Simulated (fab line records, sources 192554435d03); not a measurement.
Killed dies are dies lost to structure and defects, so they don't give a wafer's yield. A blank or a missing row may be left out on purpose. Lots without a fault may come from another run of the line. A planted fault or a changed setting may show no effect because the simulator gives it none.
A struck lot beside a sound one | flow n5_finfet | 14 steps out of a route of 1938
Sound: wafers L324.2, L324.5, L324.6. Struck: wafers L313.1, L313.3, L313.4. The cause comes at the end.
At each step with rows: each side's tool, then ch and its chambers, then its first start. Under that, the readings that differ: sound wafers | struck wafers | difference of the means | sigmas: that difference in standard deviations of wafers without a fault.
alike: readings whose means differ by less than 2 such deviations, and words and numbers that are the same on both sides. not compared: withheld readings, readings that some wafer has no value for, bounds like >300 that may hide the same value, and numbers for which the record gives no deviation and whose values overlap.
The two part at a step that has a row with sigmas, a row that says differs or no value, or rows on one side only. Numbers that don't overlap but have no deviation are shown without sigmas and don't part them. A reading that every wafer of one side lacks parts them only if that side has two wafers or more.

N5_BEOL_M0_ANNEAL_135: time 60 s.
  sound on pvd_sputter-02, day 10 11:37; struck on pvd_sputter-02, day 7 02:28
  alike: heater_power_w
N5_BEOL_M0_SPUTTER_141: material Cu, target thk 4 nm, time 7.37 s.
  sound on pvd_sputter-02, day 10 11:39; struck on pvd_sputter-02, day 7 02:30
  alike: throttle_valve_pct
then, 1 step without rows for these wafers: N5_BEOL_M0_ECD_118 (material Cu, target thk 300 nm).
N5_BEOL_M0_ANNEAL_119: time 90 s.
  sound on rtp_anneal-01 ch 0, day 10 11:53; struck on rtp_anneal-02 ch 0, day 7 02:41
  reading          | sound             | struck            | difference | sigmas
  wafer_temp_C_max | 227.0 227.0 226.4 | 225.4 225.2 225.2 | -1.5       | -2
  alike: anneal_temp_c_max
then, 1 step without rows for these wafers: N5_BEOL_M0_CMP_120 (polishes, stops on SiOC, t overpolish 6.9 s).
N5_BEOL_M0_PRE_CLEAN_131: time 15 s.
  sound on cvd_co-01 ch 0,1,2, day 10 12:28; struck on cvd_co-01 ch 0,1, day 7 03:40
  alike: heater_power_w
N5_BEOL_M0_CO_CAP_123: material Co, precursor CCTBA/H2, target thk 2 nm, time 102.1 s.
  sound on cvd_co-01 ch 0,1,2, day 10 12:31; struck on cvd_co-01 ch 0,1, day 7 03:42
  alike: heater_power_w
then, 2 steps without rows for these wafers: N5_BEOL_M0_PRE_CLEAN_124 (time 15 s); N5_BEOL_M0_DEP_125 (deposits SiCN from 3MS/NH3, target thk 8 nm, time 14 s).
N5_BEOL_M0_RS_MEAS_126: measures by four-point-probe.
  sound on film_metro-01, day 10 12:42; struck on film_metro-01, day 7 03:53
  alike: M0_RS
N5_BEOL_M0_INSPECT_127: inspects for defects (darkfield).
  sound on defect_inspect-01, day 10 12:43; struck on defect_inspect-02, day 7 03:55
  alike: raw_defect_count
N5_BEOL_M1_ILD_DEP_00: deposits SiOC from DEMS/O2, target thk 79 nm, time 15.3 s.
  sound on pecvd-01 ch 0,1, day 10 12:46; struck on pecvd-01 ch 0,2, day 7 03:57
  reading              | sound                | struck               | difference | sigmas
  susceptor_temp_C (C) | 350.16 349.91 350.12 | 348.32 348.16 348.71 | -1.67      | -8
  alike: heater_power_w, showerhead_plenum_p_Torr, throttle_valve_pct
N5_BEOL_M1_THK_MEAS_01:
  sound on film_metro-02, day 10 12:50; struck on film_metro-02, day 7 04:01
  alike: M1_ILD_THK
-- the record jumps here: 2 days lie between the struck wafers' starts before and after (it left off in module BEOL_M1 and takes up again in module BEOL_M4, whose first step shown is number 1111 of the route) --
N5_BEOL_M4_RC_MEAS_101:
  sound on prober-02 ch 0, day 12 12:37; struck on prober-01 ch 0, day 9 08:23
  alike: DIBL_N, DIBL_P, IOFF_N, IOFF_P, ION_N, ION_P, SS_N, SS_P, VT_N, VT_P

WHERE THEY PART
First at N5_BEOL_M0_ANNEAL_119; last, within this record, at N5_BEOL_M1_ILD_DEP_00. Later steps at which nothing parts them and some readings are alike: N5_BEOL_M1_THK_MEAS_01, N5_BEOL_M4_RC_MEAS_101.

WHY: what the simulator had put in
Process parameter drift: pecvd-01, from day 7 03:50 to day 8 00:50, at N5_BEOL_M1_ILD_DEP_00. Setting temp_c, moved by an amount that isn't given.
